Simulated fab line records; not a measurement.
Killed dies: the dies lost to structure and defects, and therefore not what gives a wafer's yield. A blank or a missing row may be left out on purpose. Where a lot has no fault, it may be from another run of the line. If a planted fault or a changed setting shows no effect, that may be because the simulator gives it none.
fab line records | flow n5-finfet
record: lots: 7 wafers: 39
route steps=1938 shown BEOL_M13@1659 MIM_TOP_LITHO@1845
start-h: start of the lot's first displayed wafer, in hours after the record's first day | wait-h: time in hours since the lot's previous step | " same as the row above | L1.1+2: one row covering several wafers at once | - no value, or no start was given | * or withheld: withheld | < > ~ a bound
route shown NAME@n: NAME is a module with steps in the file, n the number in the route of the first one | usual: average and standard deviation across the fault-free wafers | same: alike in all rows | chamber/n: place in a boat | sites: the reading at each site | _std_site: the values' standard deviation | _edge_site: mean of outer sites minus mean of inner sites | radius-mm: for every site, how far away it sits from the centre of the wafer | mask NAME#n: copy n | behind: the most recent tool/chamber to have shaped the wafer | hold: what put the lot on hold/how long, in hours/how the hold closed | device: names the non-switching transistor (n, p or np) | end of line: tests run on the same wafers once the route is complete | where a step has no rows: the recipe by itself | killed: at the first sort, the dies lost to defects and structure; wafer yield is something else | map: dies across one wafer; x = killed, . = not, _ = none there
set.NAME: the setting that was run; set.NAME@STEP: the one run at that earlier step | model.NAME: the simulator's own value behind a step, which no gauge read
lots run with intentionally changed settings; tables by step, rows by wafer
== steps ==
step: N5_BEOL_M13_ILD_DEP_00
recipe: material: SiOC target-thk-a: 8379.2 temp-c: 350 precursor: DEMS/O2 pressure-torr: 5 rf-w: 500 time-s: 166.4
columns lot.wafer tool chamber start-h wait-h set.target-thk-a model.SiOC_of_BEOL_M13_ILD_DEP_00.thk-nm
L074.1 pecvd-04 1 230.22 0.0 8379.2 807.4
L074.3 " 2 " " 8379.2 821.4
L074.6 " 2 " " 8379.2 824.2
L079.1 pecvd-02 2 260.64 0.0 11480 1164
L079.2 " 0 " " 11480 1156
L079.3 " 1 " " 8379.2 853.2
L079.4 " 1 " " 8379.2 862.8
L079.5 " 2 " " 11480 1178
L079.6 " 0 " " 8379.2 854.8
L084.1 pecvd-04 0 286.17 0.0 8379.2 818.2
L084.2 " 2 " " 5484 532
L084.3 " 2 " " 8379.2 837.4
L084.4 " 0 " " 5484 540.6
L084.5 " 0 " " 5484 537.8
L084.6 " 2 " " 8379.2 835
L088.1 pecvd-02 2 310.08 0.0 12860 1276
L088.2 " 1 " " 8379.2 845.6
L088.3 " 0 " " 12860 1268
L088.4 " 1 " " 12860 1296
L088.5 " 2 " " 8379.2 839.6
L088.6 " 0 " " 8379.2 841
L086.1 pecvd-02 0 315.89 0.0 8379.2 844.4
L086.2 " 2 " " 8379.2 837.8
L086.3 " 1 " " 8379.2 849.4
L086.4 " 2 " " 8379.2 845.4
L086.5 " 0 " " 8379.2 845.6
L086.6 " 1 " " 8379.2 853.2
L090.1 pecvd-04 1 331.18 0.0 8379.2 827.2
L090.2 " 0 " " 8379.2 823.8
L090.3+6 " 2,1 " " 5089 506.2
L090.4 " 0 " " 8379.2 830
L090.5 " 2 " " 5089 505.4
L093.1 pecvd-04 2 343.56 0.0 8379.2 828.2
L093.2 " 0 " " 8379.2 827
L093.3 " 1 " " 8379.2 822.4
L093.4 " 1 " " 8379.2 839.4
L093.5 " 2 " " 8379.2 831.4
L093.6 " 0 " " 8379.2 840
step: N5_BEOL_M13_THK_MEAS_01
recipe: reads: SiOC_of_BEOL_M13_ILD_DEP_00
usual: M13_ILD_THK: 836/11
columns lot.wafer tool chamber start-h wait-h set.target-thk-a@BEOL_M13_ILD_DEP_00 M13_ILD_THK[nm]
L074.1 film-metro-02 - 230.37 0.1 8379.2 808
L074.3 " - " " 8379.2 821
L074.6 " - " " 8379.2 824
L079.1 film-metro-01 - 260.80 0.1 11480 1165
L079.2 " - " " 11480 1157
L079.3 " - " " 8379.2 853
L079.4 " - " " 8379.2 862
L079.5 " - " " 11480 1178
L079.6 " - " " 8379.2 854
L084.1 film-metro-01 - 286.38 0.2 8379.2 817
L084.2 " - " " 5484 532
L084.3 " - " " 8379.2 838
L084.4 " - " " 5484 541
L084.5 " - " " 5484 538
L084.6 " - " " 8379.2 835
L088.1 film-metro-02 - 310.23 0.1 12860 1276
L088.2 " - " " 8379.2 846
L088.3 " - " " 12860 1267
L088.4 " - " " 12860 1295
L088.5 " - " " 8379.2 840
L088.6 " - " " 8379.2 841
L086.1 film-metro-02 - 316.04 0.1 8379.2 845
L086.2 " - " " 8379.2 837
L086.3 " - " " 8379.2 849
L086.4 " - " " 8379.2 845
L086.5 " - " " 8379.2 845
L086.6 " - " " 8379.2 853
L090.1 film-metro-01 - 331.33 0.1 8379.2 827
L090.2 " - " " 8379.2 824
L090.3 " - " " 5089 506
L090.4 " - " " 8379.2 830
L090.5 " - " " 5089 506
L090.6 " - " " 5089 506
L093.1 film-metro-01 - 343.71 0.1 8379.2 828
L093.2 " - " " 8379.2 827
L093.3 " - " " 8379.2 822
L093.4 " - " " 8379.2 839
L093.5 " - " " 8379.2 832
L093.6 " - " " 8379.2 840
step: N5_BEOL_M13_COAT_58
recipe: resist: BARC temp-c: 205 time-s: 60 spin-rpm: 1500 resist-thk-nm: 89
step: N5_BEOL_M13_COAT_04
recipe: spin-rpm: 1625 resist-thk-nm: 400
step: N5_BEOL_M13_DESCUM_15
recipe: chemistry: O2 time-s: 7.9 source-power-w: 50 bias-power-w: 20 pressure-mtorr: 20 rf-frequency-hz: 2.712e+07 temp-c: 40 o2-flow-sccm: 225
step: N5_BEOL_M13_ETCH_59
recipe: chemistry: N2/H2 target: BARC target-depth-a: 890 overetch-a: 267 time-s: 67.9 ion-energy-ev: 200 pressure-mtorr: 30 source-w: 840 bias-w: 150 n2-flow-sccm: 200 h2-flow-sccm: 200
step: N5_BEOL_M13_VIA_ETCH_16
recipe: chemistry: C4F8/O2/Ar target: SiOC pressure-mtorr: 30 source-w: 3000 bias-w: 700 Ar_flow_sccm: 400 C4F8_flow_sccm: 15 O2_flow_sccm: 8 he-inner-torr: 15 he-outer-torr: 30 target-depth-a: 9217 time-s: withheld ion-energy-ev: 250 ends: cleared
columns lot.wafer tool chamber start-h wait-h set.target-thk-a@BEOL_M13_ILD_DEP_00 model.BARC_of_BEOL_M13_COAT_58.thk-nm model.etch.depth-nm model.coat_of_BEOL_M13_COAT_04.thk-nm
L074.1 rie-diel-03 0 230.97 0.0 8379.2 89.4 807.3 81.2
L074.3 " 2 " " 8379.2 89.4 821.4 75
L074.6 " 1 " " 8379.2 89.4 824.1 76.6
L079.1 rie-diel-03 1 261.40 0.0 11480 63 1164 0
L079.2 " 0 " " 11480 64.4 1156 0
L079.3 " 2 " " 8379.2 89 853.2 65.4
L079.4 " 3 " " 8379.2 88.6 862.9 62
L079.5 " 2 " " 11480 57.2 1178 0
L079.6 " 3 " " 8379.2 88.8 854.9 64.4
L084.1 rie-diel-06 3 286.86 0.0 8379.2 89.2 818.2 73.2
L084.2 " 1 " " 5484 89 532 159.2
L084.3 " 0 " " 8379.2 89.2 837.5 68.6
L084.4 " 2 " " 5484 88.8 540.6 157
L084.5 " 3 " " 5484 89.2 537.7 156.6
L084.6 " 0 " " 8379.2 89 835.1 69
L088.1 rie-diel-06 2 310.71 0.0 12860 29.6 1276 0
L088.2 " 1 " " 8379.2 89 845.6 66.2
L088.3 " 3 " " 12860 29.4 1268 0
L088.4 " 0 " " 12860 23 1296 0
L088.5 " 0 " " 8379.2 89 839.7 69.2
L088.6 " 1 " " 8379.2 89 841 69
L086.1 rie-diel-05 1 316.52 0.0 8379.2 88.8 844.5 63.6
L086.2 " 3 " " 8379.2 89 837.7 68.6
L086.3 " 0 " " 8379.2 89 849.3 65.4
L086.4 " 2 " " 8379.2 89 845.4 66.6
L086.5 " 1 " " 8379.2 89 845.5 63.8
L086.6 " 2 " " 8379.2 88.8 853.3 64.4
L090.1 rie-diel-03 1 331.94 0.0 8379.2 89 827.2 75.8
L090.2 " 3 " " 8379.2 88.8 823.7 73.6
L090.3 " 0 " " 5089 89 506.2 170.4
L090.4 " 2 " " 8379.2 89.2 830.1 73.4
L090.5 " 2 " " 5089 89 505.5 169.8
L090.6 " 3 " " 5089 89.2 506.2 170.4
L093.1 rie-diel-03 3 344.36 0.1 8379.2 89.2 828.3 72.6
L093.2 " 2 " " 8379.2 89 827.1 74.4
L093.3 " 2 " " 8379.2 89 822.4 77
L093.4 " 3 " " 8379.2 89.2 839.4 69.4
L093.5 " 3 " " 8379.2 89 831.3 72.8
L093.6 " 2 " " 8379.2 89.2 840 70.8
step: N5_BEOL_M13_STRIP_63
recipe: chemistry: N2/H2 power-w: 1000 temp-c: 250 h2-frac: 0.65 overash-fraction: 0.3 pressure-mtorr: 1000 n2-flow-sccm: 1750 h2-flow-sccm: 3250
usual: oes-product-au: 0.674/0.0052 strip-time-to-endpoint-s: 27.9/1.1
columns lot.wafer tool chamber start-h wait-h set.target-thk-a@BEOL_M13_ILD_DEP_00 oes-product-au strip-time-to-endpoint-s
L074.1 plasma-asher-01 1 231.21 - 8379.2 0.675 30.9
L074.3 " 1 " " 8379.2 0.684 29.1
L074.6 " 0 " " 8379.2 0.678 29.6
L079.1 plasma-asher-02 0 261.63 - 11480 0.225 0.1
L079.2 " 1 " " 11480 0.227 0.0
L079.3 " 1 " " 8379.2 0.669 26.3
L079.4 " 0 " " 8379.2 0.669 25.3
L079.5 " 1 " " 11480 0.226 0.0
L079.6 " 0 " " 8379.2 0.678 26.0
L084.1 plasma-asher-02 0 287.10 - 8379.2 0.680 28.6
L084.2 " 1 " " 5484 0.704 52.1
L084.3 " 0 " " 8379.2 0.668 27.2
L084.4 " 1 " " 5484 0.701 51.5
L084.5 " 1 " " 5484 0.696 51.4
L084.6 " 0 " " 8379.2 0.665 27.4
L088.1 plasma-asher-01 0 310.95 - 12860 0.227 0.0
L088.2 " 1 " " 8379.2 0.676 26.5
L088.3 " 0 " " 12860 0.226 0.0
L088.4 " 1 " " 12860 0.231 0.0
L088.5 " 0 " " 8379.2 0.670 27.4
L088.6 " 1 " " 8379.2 0.676 27.4
L086.1 plasma-asher-02 1 316.76 - 8379.2 0.670 25.7
L086.2 " 0 " " 8379.2 0.662 27.3
L086.3 " 0 " " 8379.2 0.675 26.3
L086.4 " 1 " " 8379.2 0.676 26.7
L086.5 " 1 " " 8379.2 0.671 25.8
L086.6 " 0 " " 8379.2 0.666 26.0
L090.1 plasma-asher-01 0 332.17 - 8379.2 0.676 29.4
L090.2 " 1 " " 8379.2 0.673 28.7
L090.3 " 1 " " 5089 0.702 55.0
L090.4 " 0 " " 8379.2 0.671 28.7
L090.5 " 1 " " 5089 0.704 54.9
L090.6 " 0 " " 5089 0.705 55.0
L093.1 plasma-asher-01 0 344.70 - 8379.2 0.672 28.4
L093.2 " 1 " " 8379.2 0.677 29.0
L093.3 " 0 " " 8379.2 0.682 29.7
L093.4 " 1 " " 8379.2 0.677 27.5
L093.5 " 0 " " 8379.2 0.678 28.5
L093.6 " 1 " " 8379.2 0.677 27.9
step: N5_BEOL_M13_STRIP_64
recipe: chemistry: N2/H2 power-w: 1000 temp-c: 250 h2-frac: 0.65 overash-fraction: 0.3 pressure-mtorr: withheld n2-flow-sccm: 1750 h2-flow-sccm: 3250
usual: strip-time-to-endpoint-s: 31.32/0.063
columns lot.wafer tool chamber start-h wait-h set.target-thk-a@BEOL_M13_ILD_DEP_00 strip-time-to-endpoint-s
L074.1 plasma-asher-01 1 231.27 0.0 8379.2 31.40
L074.3 " 1 " " 8379.2 31.43
L074.6 " 0 " " 8379.2 31.40
L079.1 plasma-asher-02 0 261.69 0.0 11480 25.60
L079.2 " 1 " " 11480 26.01
L079.3 " 1 " " 8379.2 31.32
L079.4 " 0 " " 8379.2 31.18
L079.5 " 1 " " 11480 23.85
L079.6 " 0 " " 8379.2 31.27
L084.1 plasma-asher-02 0 287.16 0.0 8379.2 31.36
L084.2 " 1 " " 5484 31.31
L084.3 " 0 " " 8379.2 31.38
L084.4 " 1 " " 5484 31.27
L084.5 " 1 " " 5484 31.36
L084.6 " 0 " " 8379.2 31.32
L088.1 plasma-asher-01 0 311.01 0.0 12860 14.90
L088.2 " 1 " " 8379.2 31.33
L088.3 " 0 " " 12860 14.81
L088.4 " 1 " " 12860 12.57
L088.5 " 0 " " 8379.2 31.29
L088.6 " 1 " " 8379.2 31.28
L086.1 plasma-asher-02 1 316.82 0.0 8379.2 31.27
L086.2 " 0 " " 8379.2 31.30
L086.3 " 0 " " 8379.2 31.31
L086.4 " 1 " " 8379.2 31.32
L086.5 " 1 " " 8379.2 31.30
L086.6 " 0 " " 8379.2 31.29
L090.1 plasma-asher-01 0 332.23 0.0 8379.2 31.33
L090.2 " 1 " " 8379.2 31.27
L090.3 " 1 " " 5089 31.33
L090.4 " 0 " " 8379.2 31.34
L090.5 " 1 " " 5089 31.32
L090.6 " 0 " " 5089 31.38
L093.1 plasma-asher-01 0 344.76 0.0 8379.2 31.36
L093.2 " 1 " " 8379.2 31.32
L093.3 " 0 " " 8379.2 31.34
L093.4 " 1 " " 8379.2 31.35
L093.5 " 0 " " 8379.2 31.33
L093.6 " 1 " " 8379.2 31.39
step: N5_BEOL_M13_STRIP_71
recipe: chemistry: post-etch-residue-remover time-s: 60 temp-c: 25 remover-ph: withheld remover-water-wt-pct: withheld remover-fluoride-wt-pct: withheld
step: N5_BEOL_M13_SRD_72
recipe: time-s: 30 temp-c: 23 rinse-liquid: diw dry: n2-spin spin-rpm: 1500 dry-time-s: 30
step: N5_BEOL_M13_STRIP_37
recipe: chemistry: N2/H2 power-w: 1000 temp-c: 250 h2-frac: 0.65 overash-fraction: 0.3 pressure-mtorr: withheld n2-flow-sccm: 1750 h2-flow-sccm: 3250
step: N5_BEOL_M13_ETCH_38
recipe: chemistry: CF4/N2 target: SiCN target-depth-a: 675 taper-deg: 2 time-s: 71.9 ion-energy-ev: 150 mask-material: SiO2 pressure-mtorr: 40 source-w: 430 bias-w: 70 Ar_flow_sccm: 100 cf4-flow-sccm: 60 n2-flow-sccm: 60
columns lot.wafer tool chamber start-h wait-h set.target-thk-a@BEOL_M13_ILD_DEP_00 model.SiOC_of_BEOL_M13_ILD_DEP_00.thk-nm
L074.1 rie-diel-06 1 233.88 - 8379.2 759.2
L074.3 " 3 " " 8379.2 772.2
L074.6 " 0 " " 8379.2 776
L079.1 rie-diel-03 3 263.19 - 11480 1116
L079.2 " 2 " " 11480 1109
L079.3+6 " 1,2 " " 8379.2 807
L079.4 " 0 " " 8379.2 815.2
L079.5 " 3 " " 11480 1130
L084.1 rie-diel-03 2 290.72 - 8379.2 770.8
L084.2 " 3 " " 5484 485
L084.3 " 0 " " 8379.2 789.8
L084.4 " 1 " " 5484 494.8
L084.5 " 0 " " 5484 490.6
L084.6 " 3 " " 8379.2 787
L088.1 rie-diel-05 2 314.20 - 12860 1228
L088.2 " 0 " " 8379.2 798.2
L088.3 " 3 " " 12860 1221
L088.4 " 1 " " 12860 1246
L088.5 " 0 " " 8379.2 792.8
L088.6 " 3 " " 8379.2 794
L086.1 rie-diel-06 3 320.11 - 8379.2 795.8
L086.2 " 0 " " 8379.2 789.6
L086.3 " 2 " " 8379.2 802.4
L086.4 " 1 " " 8379.2 797
L086.5 " 2 " " 8379.2 798
L086.6 " 1 " " 8379.2 804.6
L090.1 rie-diel-05 3 335.75 - 8379.2 780.2
L090.2 " 1 " " 8379.2 774.4
L090.3 " 0 " " 5089 459.2
L090.4 " 2 " " 8379.2 782.8
L090.5 " 3 " " 5089 458.2
L090.6 " 2 " " 5089 458.4
L093.1 rie-diel-03 3 349.68 - 8379.2 781
L093.2 " 2 " " 8379.2 779.4
L093.3 " 0 " " 8379.2 774.6
L093.4 " 0 " " 8379.2 791.6
L093.5 " 2 " " 8379.2 783.2
L093.6 " 3 " " 8379.2 792.2
step: N5_MIM_TOP_LITHO_DEVELOP_07
recipe: develop-time-s: 60 rinse-liquid: diw dry: air-spin dev-temp-c: 21
columns lot.wafer tool chamber start-h wait-h set.develop-time-s
L074.1+3+6 litho-track-04 0 - - 60
L079.1+2+3+4+5+6 litho-track-04 0 - - 60
L084.1+5+6 litho-track-03 0 - - 79.17
L084.2+3+4 " 0 " " 60
L088.1+2+5 litho-track-04 0 - - 60
L088.3+4+6 " 0 " " 37.81
L086.1+5+6 litho-track-01 0 - - 81.77
L086.2+3+4 " 0 " " 60
L090.1+2+5 litho-track-03 0 - - 60
L090.3+4+6 " 0 " " 25.64
L093.1+2+5 litho-track-04 0 - - 37.11
L093.3+4+6 " 0 " " 60
step: N5_MIM_TOP_LITHO_HARDBAKE_09
recipe: temp-c: 130 time-s: 120
step: N5_MIM_TOP_LITHO_CD_MEAS_08
recipe: target-cd-nm: 2000 landing-energy-ev: 500 detector: se-inlens
usual: cd-nm: 2000.0/1.4
columns lot.wafer tool chamber start-h wait-h set.develop-time-s@MIM_TOP_LITHO_DEVELOP_07 cd-nm
L074.1 cd-sem-01 0 255.54 - 60 1998.0
L074.3 " 0 " " 60 2000.6
L074.6 " 0 " " 60 1999.2
L079.1 cd-sem-01 0 279.08 - 60 1999.8
L079.2 " 0 " " 60 2003.3
L079.3 " 0 " " 60 2000.3
L079.4 " 0 " " 60 2002.3
L079.5 " 0 " " 60 2000.6
L079.6 " 0 " " 60 1998.7
L084.1 cd-sem-02 0 308.84 - 79.17 1995.6
L084.2 " 0 " " 60 2001.3
L084.3 " 0 " " 60 2000.9
L084.4 " 0 " " 60 2000.0
L084.5 " 0 " " 79.17 1994.2
L084.6 " 0 " " 79.17 1994.7
L088.1 cd-sem-03 0 336.10 - 60 2000.8
L088.2 " 0 " " 60 2000.0
L088.3 " 0 " " 37.81 2007.8
L088.4 " 0 " " 37.81 2008.2
L088.5 " 0 " " 60 1998.5
L088.6 " 0 " " 37.81 2008.5
L086.1 cd-sem-02 0 337.00 - 81.77 1996.2
L086.2 " 0 " " 60 2002.7
L086.3 " 0 " " 60 2001.6
L086.4 " 0 " " 60 1999.6
L086.5 " 0 " " 81.77 1996.1
L086.6 " 0 " " 81.77 1994.3
L090.1 cd-sem-01 0 350.53 - 60 1998.7
L090.2 " 0 " " 60 1999.8
L090.3 " 0 " " 25.64 2015.3
L090.4 " 0 " " 25.64 2015.3
L090.5 " 0 " " 60 1999.7
L090.6 " 0 " " 25.64 2015.2
L093.1 cd-sem-01 0 368.38 - 37.11 2010.5
L093.2 " 0 " " 37.11 2009.6
L093.3 " 0 " " 60 1999.2
L093.4 " 0 " " 60 2000.3
L093.5 " 0 " " 37.11 2007.9
L093.6 " 0 " " 60 1999.2
step: N5_MIM_TOP_LITHO_DESCUM_10
recipe: chemistry: O2 time-s: 7.9 source-power-w: 50 bias-power-w: 20 pressure-mtorr: 20 rf-frequency-hz: 2.712e+07 temp-c: 40 o2-flow-sccm: 225
columns lot.wafer tool chamber start-h wait-h set.develop-time-s@MIM_TOP_LITHO_DEVELOP_07 model.MIM_TOP_LITHO.cd-nm
L074.1 rie-diel-04 3 255.63 0.0 60 1998
L074.3 " 2 " " 60 2001
L074.6 " 0 " " 60 1999
L079.1+3 rie-diel-01 0,1 279.16 0.0 60 2000
L079.2 " 2 " " 60 2003
L079.4 " 3 " " 60 2002
L079.5 " 2 " " 60 2001
L079.6 " 3 " " 60 1999
L084.1 rie-diel-02 0 309.07 0.2 79.17 1996
L084.2 " 3 " " 60 2002
L084.3 " 2 " " 60 2001
L084.4 " 1 " " 60 2000
L084.5 " 3 " " 79.17 1994
L084.6 " 0 " " 79.17 1995
L088.1 rie-diel-04 0 336.22 0.1 60 2001
L088.2 " 1 " " 60 2000
L088.3+4 " 3,2 " " 37.81 2008
L088.5 " 3 " " 60 1999
L088.6 " 2 " " 37.81 2009
L086.1+5 rie-diel-02 1 337.15 0.1 81.77 1996
L086.2 " 0 " " 60 2003
L086.3 " 3 " " 60 2002
L086.4 " 2 " " 60 2000
L086.6 " 2 " " 81.77 1995
L090.1 rie-diel-04 3 350.62 0.0 60 1998
L090.2 " 1 " " 60 2000
L090.3 " 0 " " 25.64 2016
L090.4+6 " 2 " " 25.64 2015
L090.5 " 1 " " 60 1999
L093.1+2 rie-diel-01 1,0 368.47 0.0 37.11 2010
L093.3+6 " 3 " " 60 1999
L093.4 " 2 " " 60 2001
L093.5 " 0 " " 37.11 2008
== key ==
split: step: N5_BEOL_M13_ILD_DEP_00 setting: target-thk-a stated: 8379.2 by: wafer
response: step: N5_BEOL_M13_ILD_DEP_00 reading: model.SiOC_of_BEOL_M13_ILD_DEP_00.thk-nm change: +8.27 per: 1% r: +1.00
response: step: N5_BEOL_M13_THK_MEAS_01 reading: M13_ILD_THK change: +8.27 per: 1% r: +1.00
response: step: N5_BEOL_M13_VIA_ETCH_16 reading: model.BARC_of_BEOL_M13_COAT_58.thk-nm shape: bent at-lowest: 89.07 at-stated: 89.04 at-highest: 27.33
response: step: N5_BEOL_M13_VIA_ETCH_16 reading: model.etch.depth-nm change: +8.27 per: 1% r: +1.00
response: step: N5_BEOL_M13_VIA_ETCH_16 reading: model.coat_of_BEOL_M13_COAT_04.thk-nm change: -1.84 per: 1% r: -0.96
response: step: N5_BEOL_M13_STRIP_63 reading: oes-product-au shape: bent at-lowest: 0.704 at-stated: 0.674 at-highest: 0.228
response: step: N5_BEOL_M13_STRIP_63 reading: strip-time-to-endpoint-s shape: bent at-lowest: * at-stated: * at-highest: *
response: step: N5_BEOL_M13_STRIP_64 reading: strip-time-to-endpoint-s shape: bent at-lowest: * at-stated: * at-highest: *
split: step: N5_MIM_TOP_LITHO_DEVELOP_07 setting: develop-time-s stated: 60 by: wafer
response: step: N5_MIM_TOP_LITHO_CD_MEAS_08 reading: cd-nm change: -0.236 per: 1% r: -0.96
response: step: N5_MIM_TOP_LITHO_DESCUM_10 reading: model.MIM_TOP_LITHO.cd-nm change: -0.237 per: 1% r: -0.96
